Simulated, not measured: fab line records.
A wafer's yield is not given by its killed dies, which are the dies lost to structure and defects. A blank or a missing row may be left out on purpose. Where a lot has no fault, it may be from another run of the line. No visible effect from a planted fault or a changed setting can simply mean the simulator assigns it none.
Which tool did it? | flow n5_finfet | 27 wafers from 9 lots sampled at 5 of the route's 1938 steps

## WHAT EACH GAUGE READ, for each wafer
N5_BEOL_M2_INSPECT_13: inspects for defects (brightfield). Usual: raw_defect_count reads 413 (standard deviation 100).
lot  | measured     | on                | raw_defect_count | flag
L965 | day 6 20:02  | defect_inspect-01 | 471 332 369      |
L966 | day 6 22:00  | defect_inspect-02 | 529 473 396      |
L971 | day 8 00:34  | defect_inspect-02 | 271 390 436      |
L973 | day 8 19:50  | defect_inspect-01 | 594 344 410      |
L975 | day 9 01:52  | defect_inspect-01 | 315 457 369      |
L979 | day 10 09:24 | defect_inspect-01 | 259 341 211      |
L986 | day 11 19:57 | defect_inspect-02 | 507 634 574      |
L988 | day 12 10:31 | defect_inspect-02 | 487 324 355      |
L987 | day 12 20:05 | defect_inspect-01 | 488 359 647      |

N5_BEOL_M4_RC_MEAS_101. Usual: DIBL_N 35.4 mV/V, standard deviation 2.1; DIBL_P 34.8 mV/V, standard deviation 2.6; IOFF_N 0.15 nA/um, standard deviation 0.037; IOFF_P 0.19 nA/um, standard deviation 0.037; ION_N 677 uA/um, standard deviation 16; ION_P 462 uA/um, standard deviation 9.3; SS_N 71.4 mV/dec, standard deviation 0.75; SS_P 72.9 mV/dec, standard deviation 0.77; VT_N 250 mV, standard deviation 3.7; VT_P -251 mV, standard deviation 3.5.
lot  | measured     | on        | DIBL_N (mV/V)  | DIBL_P (mV/V)  | IOFF_N (nA/um) | IOFF_P (nA/um) | ION_N (uA/um) | ION_P (uA/um) | SS_N (mV/dec)  | SS_P (mV/dec)  | VT_N (mV)   | VT_P (mV)      | flag
L965 | day 8 15:29  | prober-01 | 35.6 39.3 37.9 | 34.3 38.9 37.1 | 0.13 0.22 0.19 | 0.14 0.20 0.18 | 654 684 686   | 441 455 455   | 71.5 73.0 72.5 | 72.4 73.8 73.3 | 255 247 249 | -257 -256 -254 |
L966 | day 8 15:54  | prober-02 | 34.8 35.0 33.1 | 32.0 32.7 30.1 | 0.13 0.14 0.11 | 0.19 0.20 0.17 | 679 682 672   | 472 478 470   | 70.9 71.0 70.0 | 72.6 72.5 72.6 | 250 249 253 | -248 -250 -251 |
L971 | day 9 10:58  | prober-01 | 34.8 37.2 34.0 | 33.8 36.0 32.3 | 0.13 0.16 0.12 | 0.16 0.18 0.13 | 664 678 660   | 456 457 448   | 71.1 71.7 70.9 | 73.1 73.2 71.5 | 251 248 255 | -257 -253 -257 |
L973 | day 10 10:04 | prober-01 | 35.4 33.4 37.0 | 34.8 32.0 37.2 | 0.16 0.12 0.20 | 0.21 0.17 0.26 | 662 666 682   | 463 464 465   | 71.6 71.6 73.0 | 72.6 72.0 73.6 | 246 251 245 | -248 -251 -245 |
L975 | day 10 15:20 | prober-01 | 36.0 36.2 37.3 | 34.6 34.6 35.1 | 0.13 0.15 0.15 | 0.21 0.20 0.19 | 649 677 661   | 450 466 450   | 71.0 71.3 71.3 | 73.0 73.2 72.4 | 250 246 249 | -251 -252 -251 |
L979 | day 11 15:32 | prober-01 | 33.4 32.9 36.4 | 32.6 31.6 34.9 | 0.11 0.10 0.15 | 0.17 0.15 0.20 | 661 643 652   | 455 453 452   | 71.3 70.7 72.4 | 72.1 72.0 72.8 | 254 260 253 | -250 -253 -249 |
L986 | day 13 15:49 | prober-01 | 40.6 38.2 36.6 | 40.7 37.9 36.7 | 0.28 0.23 0.18 | 0.31 0.25 0.22 | 709 708 702   | 480 479 478   | 73.2 72.2 72.0 | 74.6 73.6 73.9 | 241 244 246 | -246 -245 -247 |
L988 | day 14 14:02 | prober-02 | 38.0 36.1 36.0 | 40.0 37.1 36.9 | 0.22 0.18 0.17 | 0.26 0.23 0.21 | 710 701 689   | 477 476 467   | 72.6 71.7 71.4 | 73.7 73.3 73.6 | 242 247 246 | -247 -250 -250 |
L987 | day 14 15:19 | prober-01 | 35.5 32.7 35.4 | 35.0 31.9 36.6 | 0.15 0.11 0.16 | 0.23 0.18 0.25 | 676 672 688   | 468 472 474   | 71.7 70.3 71.5 | 73.1 71.7 72.9 | 254 254 249 | -243 -247 -244 |

## WHAT TOOL EACH LOT RAN ON (gives the tool, then ch and the chambers of the sampled wafers, and finally the start)
lot  | N5_BEOL_M1_ANNEAL_93         | N5_BEOL_M1_ANNEAL_95         | N5_BEOL_M2_ETCH_74
L965 | pvd_sputter-02, day 6 16:29  | pvd_sputter-02, day 6 16:42  | rie_diel-03 ch 2,3, day 6 20:07
L966 | pvd_sputter-03, day 6 19:40  | pvd_sputter-03, day 6 19:53  | rie_diel-01 ch 0,1,3, day 6 22:17
L971 | pvd_sputter-03, day 7 20:25  | pvd_sputter-03, day 7 20:38  | rie_diel-05 ch 2,3, day 8 00:51
L973 | pvd_sputter-02, day 8 17:19  | pvd_sputter-02, day 8 17:32  | rie_diel-03 ch 0,1, day 8 21:20
L975 | pvd_sputter-03, day 8 21:46  | pvd_sputter-03, day 8 21:59  | rie_diel-01 ch 1,2,3, day 9 02:35
L979 | pvd_sputter-03, day 10 06:18 | pvd_sputter-03, day 10 06:31 | rie_diel-03 ch 0,2,3, day 10 09:28
L986 | pvd_sputter-01, day 11 16:46 | pvd_sputter-01, day 11 16:59 | rie_diel-05 ch 0,3, day 11 20:01
L988 | pvd_sputter-02, day 12 07:46 | pvd_sputter-02, day 12 07:59 | rie_diel-01 ch 0,1,3, day 12 10:36
L987 | pvd_sputter-03, day 12 17:23 | pvd_sputter-03, day 12 17:37 | rie_diel-05 ch 0,2,3, day 12 20:09
- N5_BEOL_M1_ANNEAL_93: time 240 s.
- N5_BEOL_M1_ANNEAL_95: time 240 s.
- N5_BEOL_M2_ETCH_74: etches underlayer in N2/H2, target depth 6.5 nm, time 5.2 s.

## AS READ BY THE TOOLS THEMSELVES (means over the sampled wafers that have a number; for cases with no such wafer, the mark the record gives instead)
N5_BEOL_M1_ANNEAL_93. Usual: heater_power_w reads 840 W (standard deviation 54).
lot  | tool           | heater_power_w (W) | flag
L965 | pvd_sputter-02 | 792                |
L966 | pvd_sputter-03 | 870                |
L971 | pvd_sputter-03 | 812                |
L973 | pvd_sputter-02 | 825                |
L975 | pvd_sputter-03 | 872                |
L979 | pvd_sputter-03 | 838                |
L986 | pvd_sputter-01 | 808                |
L988 | pvd_sputter-02 | 872                |
L987 | pvd_sputter-03 | 838                |

N5_BEOL_M1_ANNEAL_95. Usual: heater_power_w reads 839 W (standard deviation 54).
lot  | tool           | heater_power_w (W) | flag
L965 | pvd_sputter-02 | 788                |
L966 | pvd_sputter-03 | 860                |
L971 | pvd_sputter-03 | 826                |
L973 | pvd_sputter-02 | 834                |
L975 | pvd_sputter-03 | 860                |
L979 | pvd_sputter-03 | 840                |
L986 | pvd_sputter-01 | 812                |
L988 | pvd_sputter-02 | 877                |
L987 | pvd_sputter-03 | 839                |

N5_BEOL_M2_ETCH_74. Usual: for drypump_motor_current_A, 5.7 A with a standard deviation of 0.31; for etch_rf_on_time_s, 5.04 s with a standard deviation of 0.16; for oes_product_au, 0.70 a.u. with a standard deviation of 0.078; for rf_fwd_power_W, 818.9 W with a standard deviation of 2.4; for rf_vpp_V, 524.1 V with a standard deviation of 2.5; for showerhead_plenum_p_Torr, 2.54 Torr with a standard deviation of 0.082; for throttle_valve_pct, 17.88 % with a standard deviation of 0.28.
lot  | tool        | drypump_motor_current_A (A) | etch_rf_on_time_s (s) | oes_product_au (a.u.) | rf_fwd_power_W (W) | rf_vpp_V (V) | showerhead_plenum_p_Torr (Torr) | throttle_valve_pct (%) | flag
L965 | rie_diel-03 | 5.6                         | 4.93                  | 0.72                  | 818.6              | 523.8        | 2.53                            | 17.75                  |
L966 | rie_diel-01 | 5.7                         | 5.16                  | 0.66                  | 818.4              | 523.5        | 2.53                            | 17.82                  |
L971 | rie_diel-05 | 5.7                         | 4.89                  | 0.82                  | 817.3              | 522.0        | 2.50                            | 18.21                  |
L973 | rie_diel-03 | 5.4                         | 5.03                  | 0.61                  | 817.4              | 522.6        | 2.46                            | 18.00                  |
L975 | rie_diel-01 | 5.7                         | 5.16                  | 0.76                  | 819.3              | 527.6        | 2.65                            | 17.63                  |
L979 | rie_diel-03 | 5.6                         | 5.45                  | 0.62                  | 752.5              | 540.9        | 2.54                            | 17.96                  | OFF
L986 | rie_diel-05 | 5.6                         | 5.08                  | 0.68                  | 818.8              | 522.8        | 2.50                            | 17.93                  |
L988 | rie_diel-01 | 5.8                         | 5.15                  | 0.69                  | 818.5              | 525.8        | 2.62                            | 17.74                  |
L987 | rie_diel-05 | 5.7                         | 4.94                  | 0.72                  | 817.1              | 521.7        | 2.49                            | 18.09                  |

## THE ANSWER, worked out from the rows above alone
Rule: a lot counts as off when the mean over its wafers that have a number is more than 3 standard deviations away from the usual mean. Also off: a lot with no number at a reading for which 4 or more lots have one. All remaining lots with rows at the step are treated as sound. The gauges are gone through in route order, then the tools' own readings, and for those a lot's mean is taken as printed above. At the first step where some lot is off, the reading lying furthest off is the one used; lots without a number count as furthest.
Off: L979, at N5_BEOL_M2_ETCH_74 (rf_fwd_power_W).
A tool fits if, at that step or a process step before it, it ran every lot that is off, and no sound lot after the first of them. One fits: N5_BEOL_M2_ETCH_74 on rie_diel-03. Its last sound lot is L973 (day 8 21:20), its first lot that is off L979 (day 10 09:28): a fault that began between those two fits.
The tool's own readings at N5_BEOL_M2_ETCH_74 bear it out: on the lots that are off they differ by more than 5 times the standard deviation of the sound lots' means. rf_fwd_power_W reads 752.5 W there against 818.2 W on the sound lots; rf_vpp_V reads 540.9 V there against 523.7 V on the sound lots.

## WHAT THE SIMULATOR HAD PUT IN
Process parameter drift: rie_diel-03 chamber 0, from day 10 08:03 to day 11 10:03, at N5_BEOL_M2_ETCH_74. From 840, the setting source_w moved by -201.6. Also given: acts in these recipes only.
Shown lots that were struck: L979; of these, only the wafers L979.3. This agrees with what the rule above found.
